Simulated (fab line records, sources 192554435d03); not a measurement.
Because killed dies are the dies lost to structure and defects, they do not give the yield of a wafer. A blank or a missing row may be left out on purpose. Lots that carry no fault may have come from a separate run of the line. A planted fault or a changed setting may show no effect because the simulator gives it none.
Chamber matching :: flow n5 finfet :: cmp-04 running N5_BEOL_M13_CMP_49: 4 sister chambers
The step polishes, stops on SiOC, t overpolish 17.1 s, target thk 420 nm. 14 wafers are shown with their chamber, then 7 later ones without.

## EACH WAFER AND ITS CHAMBER
wafer: L075.2
chamber: 3
motor current A (A): 5.3
barrier field endpoint s (s): 30.2
overpolish run s (s): 17.105

wafer: L075.4
chamber: 0
motor current A (A): 7.5
barrier field endpoint s (s): 30.5
overpolish run s (s): 17.116

wafer: L075.6
chamber: 1
motor current A (A): 5.5
barrier field endpoint s (s): 29.9
overpolish run s (s): 17.078

wafer: L077.1
chamber: 0
motor current A (A): 7.5
barrier field endpoint s (s): 30.8
overpolish run s (s): 17.105

wafer: L077.2
chamber: 2
motor current A (A): 6.0
barrier field endpoint s (s): 31.5
overpolish run s (s): 17.112

wafer: L077.5
chamber: 1
motor current A (A): 5.3
barrier field endpoint s (s): 30.3
overpolish run s (s): 17.091

wafer: L081.2
chamber: 1
motor current A (A): 5.2
barrier field endpoint s (s): 30.0
overpolish run s (s): 17.102

wafer: L081.3
chamber: 0
motor current A (A): 7.6
barrier field endpoint s (s): 30.2
overpolish run s (s): 17.098

wafer: L081.4
chamber: 2
motor current A (A): 6.1
barrier field endpoint s (s): 31.3
overpolish run s (s): 17.117

wafer: L083.1
chamber: 2
motor current A (A): 6.1
barrier field endpoint s (s): 30.1
overpolish run s (s): 17.105

wafer: L083.2
chamber: 0
motor current A (A): 7.4
barrier field endpoint s (s): 29.8
overpolish run s (s): 17.086

wafer: L083.3
chamber: 3
motor current A (A): 5.5
barrier field endpoint s (s): 30.2
overpolish run s (s): 17.096

wafer: L088.1
chamber: 2
motor current A (A): 6.4
barrier field endpoint s (s): 31.2
overpolish run s (s): 17.102

wafer: L088.4
chamber: 3
motor current A (A): 5.1
barrier field endpoint s (s): 29.2
overpolish run s (s): 17.095

SIGNATURES, as means of the wafers listed above
reading: motor current A
chamber 0: 7.500
chamber 1: 5.333
chamber 2: 6.150
chamber 3: 5.300
scatter within a chamber: 0.154

reading: barrier field endpoint s
chamber 0: 30.325
chamber 1: 30.067
chamber 2: 31.025
chamber 3: 29.867
scatter within a chamber: 0.499

reading: overpolish run s
chamber 0: 17.10125
chamber 1: 17.09033
chamber 2: 17.10900
chamber 3: 17.09867
scatter within a chamber: 0.00981
Rule: for a wafer and a chamber, the distance is found by dividing, reading by reading, the gap between the wafer's reading and the chamber's mean by the reading's scatter, squaring, summing and taking the root. The wafer belongs to the nearest chamber; if the next one is less than 2 further off, it can't be placed. The scatter is the square root of a quotient: the sum, over the shown wafers, of each reading's squared deviation from its chamber's mean, divided by wafers minus chambers.

## WAFERS MISSING THEIR CHAMBER
wafer: L088.6
motor current A (A): 6.2
barrier field endpoint s (s): 30.5
overpolish run s (s): 17.101

wafer: L094.1
motor current A (A): 6.3
barrier field endpoint s (s): 30.3
overpolish run s (s): 17.093

wafer: L094.5
motor current A (A): 7.6
barrier field endpoint s (s): 31.0
overpolish run s (s): 17.108

wafer: L094.6
motor current A (A): 5.1
barrier field endpoint s (s): 30.5
overpolish run s (s): 17.098

wafer: L092.1
motor current A (A): 6.2
barrier field endpoint s (s): 30.2
overpolish run s (s): 17.103

wafer: L092.2
motor current A (A): 7.7
barrier field endpoint s (s): 29.9
overpolish run s (s): 17.111

wafer: L092.4
motor current A (A): 5.1
barrier field endpoint s (s): 29.2
overpolish run s (s): 17.095

## EACH ONE'S CHAMBER
wafer: L088.6
from the rows above: 2
in truth: 2

wafer: L094.1
from the rows above: 2
in truth: 2

wafer: L094.5
from the rows above: 0
in truth: 0

wafer: L094.6
from the rows above: can't be placed: 3 or 1
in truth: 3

wafer: L092.1
from the rows above: 2
in truth: 2

wafer: L092.2
from the rows above: 0
in truth: 0

wafer: L092.4
from the rows above: can't be placed: 3 or 1
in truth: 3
Placed correctly: 5 of 7. Can't be placed from these rows: 2 (the true chamber is among the candidates in 2). 0 placed wrongly.
